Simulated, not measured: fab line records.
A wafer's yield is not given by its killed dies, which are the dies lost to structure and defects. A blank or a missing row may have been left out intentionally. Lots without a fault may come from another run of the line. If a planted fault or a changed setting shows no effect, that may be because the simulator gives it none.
fab line records    flow nandHarc
record: lots: 24  wafers: 72  lastDay: 27
route steps=1159 shown A_BLC@993 A_M1@1037 A_BONDPAD@1060
lots that met no fault: from a run of the same line without faults
startH: the number of hours between the record's first day and the start of the first shown wafer of the lot    waitH: how many hours have passed since the lot's step before this one    " same as the row above    L1.1+2: a row that stands for several wafers    - no value, or no start given    * or withheld: withheld    < > ~ a bound
route shown NAME@n: NAME is a module with steps in the file, n the number in the route of the first one    usual: average and standard deviation across the fault-free wafers    same: alike in all rows    chamber/n: place in a boat    sites: each site's reading    _std_site: the standard deviation of these    _edge_site: mean of outer sites minus mean of inner sites    radiusMm: for every site, how far away it sits from the centre of the wafer    mask NAME#n: copy n    behind: the most recent tool/chamber to have shaped the wafer    hold: the reason the lot was held/the length of the hold in hours/how it ended    device: whichever transistor did not switch (one of n, p or np)    end of line: tests run on the same wafers once the route is complete    a step given without rows: its recipe and nothing more    killed: count of dies lost to structure and defects at first sort (not the wafer's yield)    map: per-die view of a wafer (x killed, . not killed, _ where there is no die)
set.NAME: the setting that was run; set.NAME@STEP: the one run at that earlier step    model.NAME: the simulator's own value behind a step, which no gauge read
one table for each step of the route and one row for each wafer, over a sample of lots
services: when a tool's chamber went out of use (startH, in hours from the record's first day, below 0 if earlier), for how many hours, and the reason
== steps ==
step: NHARC_A_BLC_INSPECT_28
usual: rawDefectCount: 416/98
lot.wafer  tool              chamber  startH  waitH  rawDefectCount
L074.1     defectInspect-02  -        427.53  0.1    292
L074.5     "                 -        "       "      328
L074.6     "                 -        "       "      384
L075.2     defectInspect-01  -        433.77  0.1    483
L075.3     "                 -        "       "      566
L075.6     "                 -        "       "      593
L076.1     defectInspect-01  -        434.83  0.1    405
L076.3     "                 -        "       "      392
L076.4     "                 -        "       "      387
L077.1     defectInspect-02  -        440.86  0.1    506
L077.4     "                 -        "       "      491
L077.6     "                 -        "       "      371
L079.4     defectInspect-01  -        460.99  0.1    308
L079.5     "                 -        "       "      446
L079.6     "                 -        "       "      410
L078.1     defectInspect-02  -        466.23  0.1    363
L078.4     "                 -        "       "      493
L078.5     "                 -        "       "      502
L083.3     defectInspect-02  -        514.23  0.1    577
L083.5     "                 -        "       "      396
L083.6     "                 -        "       "      346
L082.2     defectInspect-02  -        514.41  0.1    380
L082.4     "                 -        "       "      346
L082.6     "                 -        "       "      396
L084.1     defectInspect-02  -        514.67  0.1    296
L084.3     "                 -        "       "      343
L084.5     "                 -        "       "      428
L088.2     defectInspect-02  -        514.83  0.1    345
L088.5     "                 -        "       "      383
L088.6     "                 -        "       "      440
L085.4     defectInspect-02  -        523.86  0.1    412
L085.5     "                 -        "       "      386
L085.6     "                 -        "       "      397
L080.1     defectInspect-01  -        524.27  0.1    407
L080.2     "                 -        "       "      261
L080.4     "                 -        "       "      367
L081.2     defectInspect-02  -        546.34  0.1    428
L081.3     "                 -        "       "      479
L081.4     "                 -        "       "      473
L086.2     defectInspect-02  -        552.32  0.1    338
L086.4     "                 -        "       "      344
L086.6     "                 -        "       "      399
L089.2     defectInspect-02  -        557.02  0.1    389
L089.3     "                 -        "       "      352
L089.6     "                 -        "       "      550
L087.4     defectInspect-02  -        560.24  0.1    560
L087.5     "                 -        "       "      284
L087.6     "                 -        "       "      450
L091.1     defectInspect-01  -        560.31  0.1    534
L091.3     "                 -        "       "      964
L091.4     "                 -        "       "      519
L090.1     defectInspect-01  -        560.67  0.1    328
L090.2     "                 -        "       "      445
L090.5     "                 -        "       "      460
L092.2     defectInspect-02  -        560.73  0.1    486
L092.5     "                 -        "       "      370
L092.6     "                 -        "       "      544
L094.1     defectInspect-02  -        568.72  0.1    423
L094.5     "                 -        "       "      322
L094.6     "                 -        "       "      388
L093.1     defectInspect-02  -        569.17  0.1    425
L093.2     "                 -        "       "      423
L093.5     "                 -        "       "      346
L097.3     defectInspect-02  -        571.55  0.1    433
L097.4     "                 -        "       "      479
L097.6     "                 -        "       "      437
L096.2     defectInspect-02  -        572.74  0.1    742
L096.5     "                 -        "       "      359
L096.6     "                 -        "       "      405
L095.1     defectInspect-02  -        581.07  0.1    456
L095.2     "                 -        "       "      319
L095.6     "                 -        "       "      367
step: NHARC_A_M1_OVL_MEAS_10
recipe: pitchNm: 240
usual: overlayXNm: 0.2/0.88  overlayYNm: -0.1/0.9
lot.wafer  tool        chamber  startH  waitH  overlayXNm  overlayYNm
L074.1     overlay-02  -        432.72  -      0.7         -0.7
L074.5     "           -        "       "      0.4         -1.1
L074.6     "           -        "       "      1.2         -0.6
L075.2     overlay-01  -        439.37  -      0.7         2.0
L075.3     "           -        "       "      0.2         1.1
L075.6     "           -        "       "      0.5         1.0
L076.1     overlay-01  -        440.23  -      -0.6        -1.0
L076.3     "           -        "       "      -0.6        -1.3
L076.4     "           -        "       "      -0.8        -1.1
L077.1     overlay-01  -        445.79  -      -0.1        -0.7
L077.4     "           -        "       "      0.6         -0.3
L077.6     "           -        "       "      0.3         -0.6
L079.4     overlay-02  -        466.35  -      -0.3        -1.0
L079.5     "           -        "       "      -0.5        -0.3
L079.6     "           -        "       "      -0.4        -0.7
L078.1     overlay-01  -        471.69  -      0.8         -0.2
L078.4     "           -        "       "      0.4         -0.6
L078.5     "           -        "       "      0.9         0.2
L083.3     overlay-02  -        519.85  -      1.0         -0.1
L083.5     "           -        "       "      0.6         0.4
L083.6     "           -        "       "      0.9         0.0
L082.2     overlay-01  -        519.95  -      0.9         0.1
L082.4     "           -        "       "      1.0         -0.2
L082.6     "           -        "       "      0.7         0.2
L084.1     overlay-02  -        520.12  -      0.4         0.9
L084.3     "           -        "       "      0.0         0.5
L084.5     "           -        "       "      0.1         1.0
L088.2     overlay-02  -        520.89  -      -2.5        1.3
L088.5     "           -        "       "      -1.8        1.2
L088.6     "           -        "       "      -2.5        1.1
L085.4     overlay-01  -        528.89  -      -0.1        -0.3
L085.5     "           -        "       "      0.6         0.2
L085.6     "           -        "       "      0.3         0.3
L080.1     overlay-02  -        529.36  -      -1.0        -0.5
L080.2     "           -        "       "      -0.7        -0.8
L080.4     "           -        "       "      -1.7        -1.2
L081.2     overlay-01  -        551.21  -      2.1         -2.3
L081.3     "           -        "       "      2.1         -1.8
L081.4     "           -        "       "      2.4         -1.6
L086.2     overlay-01  -        557.41  -      0.3         -0.8
L086.4     "           -        "       "      1.4         -1.4
L086.6     "           -        "       "      0.7         -0.8
L089.2     overlay-01  -        562.56  -      -0.3        0.4
L089.3     "           -        "       "      -0.3        1.0
L089.6     "           -        "       "      -0.6        1.2
L087.4     overlay-02  -        566.18  -      0.7         -0.7
L087.5     "           -        "       "      1.0         -0.5
L087.6     "           -        "       "      0.7         -0.8
L091.1     overlay-01  -        566.32  -      -0.2        -0.7
L091.3     "           -        "       "      0.1         -0.3
L091.4     "           -        "       "      0.3         -0.8
L090.1     overlay-01  -        566.54  -      -0.1        1.2
L090.2     "           -        "       "      -0.5        1.8
L090.5     "           -        "       "      -0.1        1.7
L092.2     overlay-02  -        566.69  -      -0.8        -0.5
L092.5     "           -        "       "      -0.6        -0.8
L092.6     "           -        "       "      -0.2        -1.2
L094.1     overlay-02  -        574.15  -      1.3         0.3
L094.5     "           -        "       "      0.7         -0.2
L094.6     "           -        "       "      0.2         0.9
L093.1     overlay-02  -        574.50  -      0.8         -0.2
L093.2     "           -        "       "      0.1         0.0
L093.5     "           -        "       "      0.7         -0.3
L097.3     overlay-01  -        576.76  -      0.3         -0.1
L097.4     "           -        "       "      0.1         -0.2
L097.6     "           -        "       "      0.0         -0.1
L096.2     overlay-01  -        578.32  -      0.3         0.8
L096.5     "           -        "       "      0.2         0.1
L096.6     "           -        "       "      0.2         0.3
L095.1     overlay-02  -        586.22  -      0.3         1.7
L095.2     "           -        "       "      -0.5        0.8
L095.6     "           -        "       "      0.1         0.9
step: NHARC_A_M1_ETCH_35
recipe: targetDepthA: 400  overetchA: 120  timeS: 43.94  ionEnergyEv: 200  n2FlowSccm: 150  h2FlowSccm: 150  arFlowSccm: 0  rfW: 400  biasW: 150  chemistry: N2/H2
usual: drypumpMotorCurrentA: 5.5/0.31  n2FlowSccm: 150.0/0.41  oesProductAu: 1.001/0.0068  rfVppV: 431.5/2.6  showerheadPlenumPTorr: 2.08/0.093  throttleValvePct: 14.172/0.0093
lot.wafer  tool        chamber  startH  waitH  drypumpMotorCurrentA  n2FlowSccm  oesProductAu  rfHoursCounterH  rfVppV  showerheadPlenumPTorr  throttleValvePct
L074.1     rieDiel-12  3        432.92  0.1    5.1                   150.6       0.992         2.8              428.0   1.99                   14.154
L074.6     "           0        "       "      5.3                   149.8       1.009         -                431.1   2.07                   14.153
L074.5     "           1        "       "      5.7                   150.1       0.999         -                429.0   1.92                   14.168
L075.3     rieDiel-01  0        439.56  0.1    6.3                   149.8       0.994         5.6              430.5   2.04                   14.186
L075.2     "           2        "       "      5.7                   149.4       1.012         6.1              432.1   2.09                   14.173
L075.6     "           0        "       "      6.3                   150.0       1.003         -                430.7   2.04                   14.153
L076.1     rieDiel-07  0        440.41  0.1    5.2                   150.0       1.004         0.9              435.3   2.18                   14.180
L076.3     "           2        "       "      5.6                   150.1       1.008         1.0              432.6   2.12                   14.167
L076.4     "           3        "       "      5.4                   149.9       0.999         1.0              436.3   2.21                   14.155
L077.1     rieDiel-12  1        445.97  0.1    5.7                   149.4       1.008         3.1              427.6   1.92                   14.181
L077.4     "           0        "       "      5.3                   150.2       1.016         2.8              431.3   2.07                   14.169
L077.6     "           1        "       "      5.7                   150.5       1.008         -                427.0   1.92                   14.158
L079.4     rieDiel-07  2        466.53  0.1    5.6                   151.1       1.006         1.4              433.3   2.12                   14.180
L079.6     "           2        "       "      5.6                   150.3       1.001         -                431.2   2.12                   14.179
L079.5     "           3        "       "      5.4                   150.0       1.007         -                435.7   2.21                   14.168
L078.4     rieDiel-07  0        471.87  0.1    5.2                   149.5       1.005         1.5              435.1   2.18                   14.175
L078.1     "           1        "       "      6.0                   149.9       0.991         1.3              434.1   2.15                   14.164
L078.5     "           1        "       "      6.0                   150.3       1.003         -                433.2   2.15                   14.168
L083.3     rieDiel-12  1        520.04  0.1    5.7                   150.7       0.999         7.9              429.0   1.92                   14.166
L083.6     "           0        "       "      5.4                   150.2       1.015         -                432.4   2.07                   14.152
L083.5     "           1        "       "      5.7                   150.5       1.005         -                427.8   1.92                   14.156
L082.2     rieDiel-12  0        520.17  0.1    5.3                   150.9       1.007         7.5              430.2   2.07                   14.176
L082.4     "           3        "       "      5.1                   149.7       1.013         7.7              428.3   1.99                   14.154
L082.6     "           0        "       "      5.3                   150.0       1.007         -                432.2   2.07                   14.183
L084.3     rieDiel-07  3        520.32  0.1    5.4                   150.4       1.000         2.4              435.7   2.21                   14.178
L084.1     "           0        "       "      5.2                   149.7       1.003         2.3              433.6   2.18                   14.172
L084.5     "           3        "       "      5.4                   150.3       0.999         -                435.1   2.21                   14.178
L088.2     rieDiel-12  3        521.09  0.1    5.1                   150.0       1.004         7.8              429.5   1.99                   14.185
L088.5     "           0        "       "      5.3                   149.9       1.006         -                430.7   2.07                   14.181
L088.6     "           1        "       "      5.7                   149.8       0.997         -                427.2   1.92                   14.185
L085.4     rieDiel-12  0        529.08  0.1    5.3                   150.3       1.004         9.2              430.9   2.07                   14.176
L085.5     "           2        "       "      5.4                   150.2       0.992         -                433.5   2.16                   14.157
L085.6     "           3        "       "      5.1                   150.3       0.998         -                429.2   1.99                   14.184
L080.1     rieDiel-12  2        529.54  0.1    5.4                   150.1       0.994         9.5              433.5   2.16                   14.172
L080.2     "           3        "       "      5.1                   150.0       1.003         9.5              429.3   1.99                   14.175
L080.4     "           1        "       "      5.7                   150.0       0.997         8.3              425.6   1.92                   14.193
L081.4     rieDiel-07  2        551.39  0.1    5.6                   150.6       0.997         2.9              431.3   2.12                   14.169
L081.3     "           0        "       "      5.2                   149.1       1.008         2.7              433.1   2.18                   14.174
L081.2     "           1        "       "      6.0                   149.6       1.007         2.5              434.1   2.15                   14.167
L086.4     rieDiel-07  0        557.60  0.1    5.2                   150.1       1.002         2.8              434.5   2.18                   14.183
L086.2     "           2        "       "      5.6                   149.6       0.991         3.1              432.2   2.12                   14.175
L086.6     "           3        "       "      5.4                   150.0       0.986         -                434.7   2.21                   14.163
L089.3     rieDiel-07  0        562.75  0.1    5.2                   149.1       1.002         2.9              432.8   2.18                   14.178
L089.2     "           3        "       "      5.4                   150.3       0.998         3.2              435.0   2.21                   14.170
L089.6     "           0        "       "      5.2                   149.9       1.001         -                434.0   2.18                   14.184
L087.4     rieDiel-12  1        566.40  0.1    5.7                   150.8       1.002         -                427.3   1.92                   14.173
L087.6     "           3        "       "      5.1                   150.0       0.990         -                430.1   1.99                   14.167
L087.5     "           0        "       "      5.3                   150.2       0.999         -                430.0   2.07                   14.176
L091.4     rieDiel-01  3        566.51  0.1    5.5                   150.0       0.998         4.4              431.4   2.10                   14.167
L091.3     "           1        "       "      5.2                   150.3       0.993         4.6              427.7   1.90                   14.163
L091.1     "           2        "       "      5.7                   150.2       0.994         4.6              431.2   2.09                   14.175
L090.2     rieDiel-07  1        566.73  0.1    6.0                   150.1       0.991         2.9              433.8   2.15                   14.176
L090.1     "           3        "       "      5.4                   149.9       0.994         3.3              435.1   2.21                   14.178
L090.5     "           0        "       "      5.2                   149.9       1.005         -                433.9   2.18                   14.174
L092.2     rieDiel-01  1        566.88  0.1    5.2                   149.6       1.007         4.7              426.7   1.90                   14.157
L092.6     "           2        "       "      5.6                   149.7       1.007         -                431.9   2.09                   14.193
L092.5     "           3        "       "      5.6                   149.7       1.002         -                433.1   2.10                   14.165
L094.1     rieDiel-12  2        574.35  0.1    5.4                   150.0       0.988         0.0              434.1   2.16                   14.171
L094.6     "           3        "       "      5.1                   149.3       1.003         -                428.9   1.99                   14.173
L094.5     "           0        "       "      5.3                   150.9       0.994         -                431.2   2.07                   14.167
L093.2     rieDiel-01  0        574.70  0.1    6.3                   150.9       1.001         6.7              432.3   2.03                   14.176
L093.1     "           1        "       "      5.2                   150.0       0.997         5.6              425.5   1.90                   14.182
L093.5     "           2        "       "      5.7                   150.1       1.003         -                432.2   2.09                   14.170
L097.4     rieDiel-12  3        576.94  0.1    5.1                   149.6       0.990         0.8              429.3   1.99                   14.164
L097.3     "           2        "       "      5.4                   149.0       0.993         0.2              433.5   2.16                   14.165
L097.6     "           0        "       "      5.3                   150.2       0.997         -                431.1   2.06                   14.163
L096.2     rieDiel-12  2        578.51  0.1    5.4                   149.2       0.999         0.2              433.3   2.16                   14.175
L096.5     "           3        "       "      5.1                   150.6       1.009         -                428.5   1.99                   14.182
L096.6     "           0        "       "      5.3                   150.5       1.007         -                431.1   2.06                   14.161
L095.1     rieDiel-12  2        586.40  0.1    5.4                   149.9       1.001         0.4              431.8   2.16                   14.165
L095.2     "           3        "       "      5.1                   150.6       1.006         1.0              429.5   1.99                   14.178
L095.6     "           2        "       "      5.4                   150.5       1.011         -                433.2   2.16                   14.169
step: NHARC_A_M1_DEP_33
recipe: targetThkA: 300  tempC: 370  targetThkNm: 30  pressureTorr: 3  flowSccm: 200  rfW: 450  material: SiCN
usual: heaterPowerW: 582/55
lot.wafer  tool      chamber  startH  waitH  heaterPowerW
L074.1     pecvd-02  2        436.55  1.0    597
L074.5     "         1        "       "      619
L074.6     "         2        "       "      596
L075.2     pecvd-02  2        442.24  0.1    623
L075.3     "         1        "       "      519
L075.6     "         1        "       "      531
L076.1     pecvd-02  2        444.47  0.1    591
L076.4     "         2        "       "      612
L076.3     "         1        "       "      592
L077.1     pecvd-03  2        448.72  0.1    640
L077.6     "         1        "       "      474
L077.4     "         2        "       "      630
L079.4     pecvd-03  2        469.29  0.2    635
L079.6     "         0        "       "      438
L079.5     "         1        "       "      530
L078.1     pecvd-01  1        474.84  0.1    543
L078.5     "         0        "       "      625
L078.4     "         1        "       "      574
L083.3     pecvd-01  2        522.77  0.1    622
L083.6     "         0        "       "      546
L083.5     "         1        "       "      582
L082.2     pecvd-03  1        523.09  0.1    500
L082.4     "         1        "       "      510
L082.6     "         2        "       "      619
L084.3     pecvd-01  2        523.29  0.1    606
L084.1     "         0        "       "      608
L084.5     "         2        "       "      606
L088.2     pecvd-03  0        523.87  0.1    496
L088.6     "         0        "       "      517
L088.5     "         2        "       "      588
L085.5     pecvd-03  0        531.90  0.2    453
L085.6     "         1        "       "      480
L085.4     "         2        "       "      595
L080.2     pecvd-01  0        532.26  0.1    537
L080.1     "         2        "       "      595
L080.4     "         2        "       "      610
L081.3     pecvd-01  1        554.07  0.1    537
L081.2     "         2        "       "      668
L081.4     "         1        "       "      538
L086.2     pecvd-02  1        560.30  0.1    610
L086.6     "         0        "       "      638
L086.4     "         1        "       "      605
L089.3     pecvd-02  0        566.40  0.1    681
L089.2     "         2        "       "      625
L089.6     "         2        "       "      612
L091.1     pecvd-03  0        569.99  0.1    475
L091.3     "         2        "       "      594
L091.4     "         0        "       "      489
L087.4     pecvd-02  1        570.02  0.2    606
L087.5     "         2        "       "      630
L087.6     "         0        "       "      573
L092.2     pecvd-02  0        570.27  0.1    647
L092.6     "         2        "       "      551
L092.5     "         0        "       "      647
L090.1     pecvd-01  0        570.33  0.1    587
L090.2     "         1        "       "      591
L090.5     "         0        "       "      581
L094.1     pecvd-01  1        577.15  0.1    523
L094.5     "         2        "       "      656
L094.6     "         0        "       "      603
L093.2     pecvd-02  0        577.75  0.1    620
L093.1     "         1        "       "      639
L093.5     "         1        "       "      640
L097.3     pecvd-02  2        579.66  0.1    629
L097.6     "         1        "       "      626
L097.4     "         2        "       "      632
L096.2     pecvd-01  0        581.24  0.1    525
L096.5     "         1        "       "      623
L096.6     "         0        "       "      513
L095.2     pecvd-01  1        589.12  0.1    570
L095.1     "         2        "       "      560
L095.6     "         1        "       "      573
step: NHARC_A_BONDPAD_CMP_29
recipe: targetThkNm: 200  material: SiCN
usual: motorCurrentA: 12.3/1.1
lot.wafer  tool    chamber  startH  waitH  motorCurrentA
L074.1     cmp-03  3        437.62  -      13.5
L074.5     "       1        "       "      12.4
L074.6     "       2        "       "      12.9
L075.3     cmp-04  0        443.44  -      10.6
L075.2     "       3        "       "      10.9
L075.6     "       1        "       "      13.1
L076.3     cmp-03  3        445.59  -      13.6
L076.4     "       0        "       "      12.3
L076.1     "       1        "       "      12.8
L077.1     cmp-04  3        449.59  -      11.3
L077.4     "       1        "       "      12.7
L077.6     "       0        "       "      10.8
L079.4     cmp-01  1        470.25  -      13.8
L079.5     "       3        "       "      11.9
L079.6     "       0        "       "      10.2
L078.1     cmp-04  0        476.08  -      10.5
L078.4     "       2        "       "      13.0
L078.5     "       0        "       "      10.5
L083.3     cmp-03  2        523.74  -      13.3
L083.5     "       1        "       "      12.6
L083.6     "       2        "       "      13.7
L082.2     cmp-01  0        524.07  -      10.6
L082.4     "       1        "       "      13.7
L082.6     "       2        "       "      13.1
L084.3     cmp-03  2        524.28  -      12.7
L084.1     "       0        "       "      11.4
L084.5     "       1        "       "      12.8
L088.2     cmp-04  1        524.90  -      12.2
L088.6     "       2        "       "      13.0
L088.5     "       3        "       "      11.7
L085.4     cmp-04  0        532.73  -      11.3
L085.5     "       0        "       "      10.0
L085.6     "       1        "       "      12.8
L080.4     cmp-03  3        533.25  -      14.0
L080.2     "       0        "       "      11.1
L080.1     "       1        "       "      12.7
L081.2     cmp-03  1        555.05  -      12.0
L081.3     "       2        "       "      12.8
L081.4     "       3        "       "      13.3
L086.2     cmp-04  3        561.64  -      10.5
L086.4     "       2        "       "      13.7
L086.6     "       0        "       "      10.9
L089.3     cmp-03  2        567.58  -      14.0
L089.2     "       3        "       "      13.6
L089.6     "       2        "       "      13.2
L087.4     cmp-03  2        570.93  -      13.3
L087.5     "       3        "       "      13.7
L087.6     "       0        "       "      12.1
L091.1     cmp-01  3        571.02  -      11.5
L091.4     "       0        "       "      10.6
L091.3     "       1        "       "      13.1
L092.2     cmp-03  1        571.26  -      12.1
L092.6     "       2        "       "      12.8
L092.5     "       3        "       "      12.8
L090.1     cmp-04  0        571.38  -      11.2
L090.2     "       1        "       "      12.3
L090.5     "       0        "       "      10.8
L094.1     cmp-04  2        578.28  -      13.9
L094.6     "       1        "       "      12.4
L094.5     "       2        "       "      12.3
L093.1     cmp-01  1        578.75  -      13.3
L093.2     "       2        "       "      12.7
L093.5     "       3        "       "      12.0
L097.4     cmp-03  2        580.56  -      13.3
L097.3     "       3        "       "      13.4
L097.6     "       1        "       "      12.4
L096.2     cmp-01  0        582.17  -      10.4
L096.5     "       2        "       "      12.6
L096.6     "       3        "       "      12.1
L095.1     cmp-03  2        590.08  -      13.3
L095.2     "       3        "       "      13.9
L095.6     "       1        "       "      12.8
step: NHARC_A_BONDPAD_THK_MEAS_30
recipe: thkMeasGauge: ellipsometry
usual: thkNm: 200.1/1.3
lot.wafer  tool          chamber  startH  waitH  thkNm
L074.1     filmMetro-01  -        437.82  0.2    200.7
L074.5     "             -        "       "      204.4
L074.6     "             -        "       "      199.2
L075.2     filmMetro-02  -        443.69  0.2    201.3
L075.3     "             -        "       "      197.3
L075.6     "             -        "       "      198.8
L076.1     filmMetro-01  -        445.82  0.2    200.4
L076.3     "             -        "       "      198.0
L076.4     "             -        "       "      201.1
L077.1     filmMetro-02  -        449.84  0.2    201.7
L077.4     "             -        "       "      200.2
L077.6     "             -        "       "      199.8
L079.4     filmMetro-01  -        470.46  0.2    198.6
L079.5     "             -        "       "      200.1
L079.6     "             -        "       "      199.8
L078.1     filmMetro-01  -        476.31  0.2    196.9
L078.4     "             -        "       "      200.2
L078.5     "             -        "       "      199.0
L083.3     filmMetro-01  -        523.97  0.2    197.0
L083.5     "             -        "       "      200.1
L083.6     "             -        "       "      200.1
L082.2     filmMetro-01  -        524.27  0.2    199.9
L082.4     "             -        "       "      199.9
L082.6     "             -        "       "      201.7
L084.1     filmMetro-01  -        524.52  0.2    199.9
L084.3     "             -        "       "      199.6
L084.5     "             -        "       "      200.1
L088.2     filmMetro-01  -        525.07  0.1    200.0
L088.5     "             -        "       "      200.1
L088.6     "             -        "       "      201.6
L085.4     filmMetro-02  -        532.99  0.2    201.5
L085.5     "             -        "       "      202.8
L085.6     "             -        "       "      201.2
L080.1     filmMetro-01  -        533.47  0.2    200.3
L080.2     "             -        "       "      199.3
L080.4     "             -        "       "      200.1
L081.2     filmMetro-02  -        555.28  0.2    199.8
L081.3     "             -        "       "      198.6
L081.4     "             -        "       "      199.8
L086.2     filmMetro-02  -        561.89  0.2    199.8
L086.4     "             -        "       "      199.8
L086.6     "             -        "       "      200.3
L089.2     filmMetro-01  -        567.81  0.2    197.7
L089.3     "             -        "       "      199.9
L089.6     "             -        "       "      199.0
L087.4     filmMetro-02  -        571.11  0.2    201.8
L087.5     "             -        "       "      200.4
L087.6     "             -        "       "      201.1
L091.1     filmMetro-02  -        571.24  0.2    198.7
L091.3     "             -        "       "      200.2
L091.4     "             -        "       "      199.4
L092.2     filmMetro-02  -        571.44  0.2    201.4
L092.5     "             -        "       "      201.1
L092.6     "             -        "       "      200.6
L090.1     filmMetro-01  -        571.62  0.2    200.3
L090.2     "             -        "       "      197.8
L090.5     "             -        "       "      200.3
L094.1     filmMetro-01  -        578.51  0.2    200.1
L094.5     "             -        "       "      198.0
L094.6     "             -        "       "      198.8
L093.1     filmMetro-01  -        578.96  0.2    198.2
L093.2     "             -        "       "      199.6
L093.5     "             -        "       "      200.4
L097.3     filmMetro-02  -        580.79  0.2    199.7
L097.4     "             -        "       "      200.1
L097.6     "             -        "       "      199.7
L096.2     filmMetro-02  -        582.37  0.2    198.2
L096.5     "             -        "       "      201.0
L096.6     "             -        "       "      201.0
L095.1     filmMetro-01  -        590.29  0.2    198.0
L095.2     "             -        "       "      199.9
L095.6     "             -        "       "      201.5
== services ==
tool        chamber  startH  hours  kind
pecvd-01    -        418.53  13.0   pm
pecvd-02    0        421.28  39.5   repair
rieDiel-07  1        423.95  3.3    repair
cmp-03      -        450.00  4.0    pm
pecvd-01    0        452.84  6.8    repair
pecvd-02    1        463.07  14.3   repair
cmp-04      -        466.91  5.6    repair
pecvd-03    -        473.00  13.0   pm
cmp-03      -        474.27  2.3    repair
pecvd-02    -        477.67  0.5    repair
pecvd-01    1        481.00  10.8   repair
rieDiel-07  3        491.53  4.2    repair
cmp-01      -        493.30  5.1    repair
cmp-04      -        497.00  4.0    pm
cmp-01      -        500.22  1.2    repair
cmp-01      -        503.20  4.0    pm
pecvd-02    -        515.17  13.0   pm
pecvd-03    1        516.87  4.4    repair
cmp-03      -        548.00  4.0    pm
rieDiel-12  -        556.40  9.0    pm
cmp-01      -        564.33  0.9    repair
rieDiel-12  1        569.46  2.0    repair
cmp-03      -        575.02  2.5    repair
rieDiel-07  -        582.20  9.0    pm
== key ==
fault none
